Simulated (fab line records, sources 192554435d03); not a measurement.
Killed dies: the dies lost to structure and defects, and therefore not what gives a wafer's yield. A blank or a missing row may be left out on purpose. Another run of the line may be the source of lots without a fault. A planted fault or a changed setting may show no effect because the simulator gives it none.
Split-lot experiment | flow n5_finfet | 21 wafers read across 7 lots, on a route 1938 steps long

## ABOUT THE SPLIT
At N5_BEOL_M4_COAT_22 (resist thk 30 nm), the setting spin_rpm was moved away from the recipe's 1500 rpm on 5 of the 21 wafers read, by +3.8% to +6.5%. The other wafers ran this setting at the recipe's value.

## FROM THE SPLIT TO THE READING: what the file shows between them, 6 steps
- N5_BEOL_M4_EBR_24
- N5_BEOL_M4_SOFTBAKE_23: time 60 s
- N5_BEOL_M4_DESCUM_33: chemistry O2, time 7 s
- N5_BEOL_M4_ETCH_77: etches underlayer in N2/H2, target depth 6.5 nm, time 5.2 s
- N5_BEOL_M4_ETCH_69: etches SiARC in CF4, target depth 15.6 nm, time 26 s
- N5_BEOL_M4_ALD_98: deposits SiO2, target thk 2.5 nm, pulse time 1 s, co reactant pulse time 1 s

## THE READING
CAR-EUV_of_BEOL_M4_COAT_22.thk_nm (the simulator's own value, which no gauge read), in nm, at N5_BEOL_M4_ETCHBACK_99 (etches SiO2 in CHF3, target depth 5 nm, time 10.4 s). There is no usual value for it anywhere in the file. Here, 16 wafers ran the recipe; their average is 10.4 nm with a standard deviation of 0.086 nm.

wafer  | tool, chamber at the split | spin_rpm as run, rpm | against the recipe | CAR-EUV_of_BEOL_M4_COAT_22.thk_nm, nm | against lot-mates on the recipe
L074.2 | litho_track-01, 0          | 1500                 | recipe             | 10.4                                  | -
L074.5 | litho_track-01, 0          | 1500                 | recipe             | 10.4                                  | -
L074.6 | litho_track-01, 0          | 1500                 | recipe             | 10.6                                  | -
L077.1 | litho_track-05, 0          | 1500                 | recipe             | 10.4                                  | -
L077.5 | litho_track-05, 0          | 1500                 | recipe             | 10.4                                  | -
L077.4 | litho_track-05, 0          | 1557                 | +3.8%              | 9.8                                   | -0.6
L080.2 | litho_track-04, 0          | 1500                 | recipe             | 10.4                                  | -
L080.6 | litho_track-04, 0          | 1500                 | recipe             | 10.4                                  | -
L080.5 | litho_track-04, 0          | 1500                 | recipe             | 10.6                                  | -
L085.1 | litho_track-05, 0          | 1572                 | +4.8%              | 9.8                                   | -0.6
L085.4 | litho_track-05, 0          | 1500                 | recipe             | 10.4                                  | -
L085.5 | litho_track-05, 0          | 1572                 | +4.8%              | 9.6                                   | -0.8
L087.2 | litho_track-04, 0          | 1500                 | recipe             | 10.4                                  | -
L087.3 | litho_track-04, 0          | 1598                 | +6.5%              | 9.4                                   | -1.0
L087.6 | litho_track-04, 0          | 1598                 | +6.5%              | 9.4                                   | -1.0
L091.1 | litho_track-01, 0          | 1500                 | recipe             | 10.4                                  | -
L091.6 | litho_track-01, 0          | 1500                 | recipe             | 10.4                                  | -
L091.3 | litho_track-01, 0          | 1500                 | recipe             | 10.2                                  | -
L095.1 | litho_track-04, 0          | 1500                 | recipe             | 10.4                                  | -
L095.4 | litho_track-04, 0          | 1500                 | recipe             | 10.4                                  | -
L095.5 | litho_track-04, 0          | 1500                 | recipe             | 10.4                                  | -

THE FIT
A straight line over all 21 wafers: CAR-EUV_of_BEOL_M4_COAT_22.thk_nm changes by -0.154 nm for each +1% of spin_rpm; r = -0.97; the points scatter about the line by 0.086 nm.
The same after taking each lot's own level away (the mean of its wafers on the recipe; 21 wafers): -0.151 nm for each +1%; r = -0.98; scatter 0.073 nm.
The reading moves by 0.99 nm for the largest change in spin_rpm, on that fit.
From 10.33 to 10.47 nm: that is the span of the lots' own levels, equal to 1.6 times the standard deviation above.
Consequently the slope shifts little with the lot-to-lot level, the two slopes agreeing.
Check: for one of the wafers moved furthest among these (+6.5%), held out of the fit, the line's prediction against its lot-mates is -0.983 nm. It came out at -1 nm against them.

## FURTHER SPLITS ON THESE WAFERS
Other splits were also applied to these wafers ahead of the reading. Each is held against what the fit with the lots' levels taken away leaves over:
other split on the same wafers     | wafers away from the commonest value | r with CAR-EUV_of_BEOL_M4_COAT_22.thk_nm (lot level and that fit taken away)
N5_BEOL_M1_TRENCH_ETCH_37 source_w | 5                                    | -0.25
N5_BEOL_M2_COAT_67 spin_rpm        | 7                                    | -0.01
N5_BEOL_M2_EXPOSE_25 dose_mj       | 5                                    | -0.07
N5_BEOL_M3_EXPOSE_08 dose_mj       | 7                                    | +0.10
N5_BEOL_M4_ETCH_64 bias_w          | 7                                    | -0.21

## THE WHOLE CHAIN: every reading that the file lists as answering this split, in the file's order
step                   | what it does                                         | reading                                                                            | change (the file's fit)               | r (the file's)
N5_BEOL_M4_COAT_22     | resist thk 30 nm                                     | CAR-EUV_of_BEOL_M4_COAT_22.thk_nm (the simulator's own value, which no gauge read) | -0.136 nm for each +1% of the setting | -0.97
N5_BEOL_M4_DESCUM_33   | chemistry O2, time 7 s                               | CAR-EUV_of_BEOL_M4_COAT_22.thk_nm (the simulator's own value, which no gauge read) | -0.133 nm for each +1% of the setting | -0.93
N5_BEOL_M4_ETCH_69     | etches SiARC in CF4, target depth 15.6 nm, time 26 s | CAR-EUV_of_BEOL_M4_COAT_22.thk_nm (the simulator's own value, which no gauge read) | -0.124 nm for each +1% of the setting | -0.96
N5_BEOL_M4_ETCHBACK_99 | etches SiO2 in CHF3, target depth 5 nm, time 10.4 s  | CAR-EUV_of_BEOL_M4_COAT_22.thk_nm (the simulator's own value, which no gauge read) | -0.152 nm for each +1% of the setting | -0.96

## THE FILE'S OWN FIT
CAR-EUV_of_BEOL_M4_COAT_22.thk_nm changes by -0.152 nm for each +1% of spin_rpm, r = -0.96.
